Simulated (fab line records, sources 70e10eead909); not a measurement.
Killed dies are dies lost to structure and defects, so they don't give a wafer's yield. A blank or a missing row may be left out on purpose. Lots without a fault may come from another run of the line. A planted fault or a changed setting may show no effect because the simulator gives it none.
Which tool did it? | flow nand_harc | 24 lots, 72 wafers sampled, at 1 step of a route of 1159

WHAT THE GAUGES READ, wafer by wafer
NHARC_P_BONDPAD_OVL_MEAS_38. Usual: overlay_x_nm -3 nm, standard deviation 5.6; overlay_y_nm 2 nm, standard deviation 5.2.
lot  | measured     | on         | overlay_x_nm (nm) | overlay_y_nm (nm) | flag
L075 | day 6 17:37  | overlay-01 | 4 3 4             | 0 -1 -2           |
L074 | day 6 18:16  | overlay-01 | 1 0 0             | 4 4 4             |
L077 | day 6 21:28  | overlay-02 | 5 5 5             | -5 -5 -5          |
L076 | day 7 02:16  | overlay-02 | -11 -11 -10       | -4 -4 -4          |
L078 | day 7 07:45  | overlay-02 | -4 -4 -4          | 9 8 9             |
L079 | day 7 08:32  | overlay-02 | -15 -15 -15       | -7 -7 -7          |
L082 | day 8 06:20  | overlay-02 | 3 3 3             | -4 -4 -4          |
L081 | day 8 07:01  | overlay-02 | -6 -6 -6          | 6 5 5             |
L080 | day 8 07:31  | overlay-01 | -5 -5 -5          | 3 2 2             |
L083 | day 8 15:48  | overlay-01 | -11 -11 -11       | -1 0 0            |
L084 | day 9 00:33  | overlay-01 | -2 -3 -3          | 3 4 4             |
L086 | day 9 11:36  | overlay-02 | -3 -3 -3          | -3 -2 -3          |
L085 | day 9 12:56  | overlay-01 | -2 -2 -2          | 3 3 3             |
L089 | day 9 14:40  | overlay-02 | 8 7 7             | 2 2 2             |
L087 | day 9 18:05  | overlay-02 | 1 1 1             | -1 -1 -1          |
L088 | day 10 00:11 | overlay-02 | -9 -9 -9          | 4 3 3             |
L090 | day 10 14:52 | overlay-02 | -3 -3 -2          | 3 3 2             |
L091 | day 10 15:24 | overlay-02 | 5 4 4             | 11 11 11          |
L092 | day 10 21:31 | overlay-02 | -1 -1 -1          | 8 9 8             |
L093 | day 11 02:07 | overlay-02 | -11 -11 -11       | 4 5 4             |
L094 | day 11 03:35 | overlay-01 | -8 -7 -8          | 4 5 5             |
L095 | day 11 14:37 | overlay-02 | -2 -2 -2          | 1 1 1             |
L096 | day 11 19:03 | overlay-01 | 1 1 1             | -2 -2 -2          |
L097 | day 12 02:37 | overlay-01 | -4 -4 -4          | 15 15 15          |

WHICH TOOL RAN EACH LOT (tool, then ch and the chambers of the sampled wafers, then the start)
The record holds no process step before these readings.

WHAT THE TOOLS THEMSELVES READ (means of the sampled wafers that have a number; where no wafer has one, the mark that the record gives instead)
The record holds no such reading with a usual standard deviation.

THE ANSWER, worked out from the rows above alone
Rule: a lot is off if the mean of its wafers that have a number lies more than 3 standard deviations from the usual mean. A lot without any number at a reading at which 4 lots or more have one is off too. The other lots that the step has rows for count as sound. The gauges are gone through in route order, then the tools' own readings, and for those a lot's mean is taken as printed above. The first step at which some lot is off is used, and at that step the reading that is off furthest; a lot without a number counts as furthest.
No lot is off at any reading shown: from this, nothing can be told.

WHAT THE SIMULATOR HAD PUT IN
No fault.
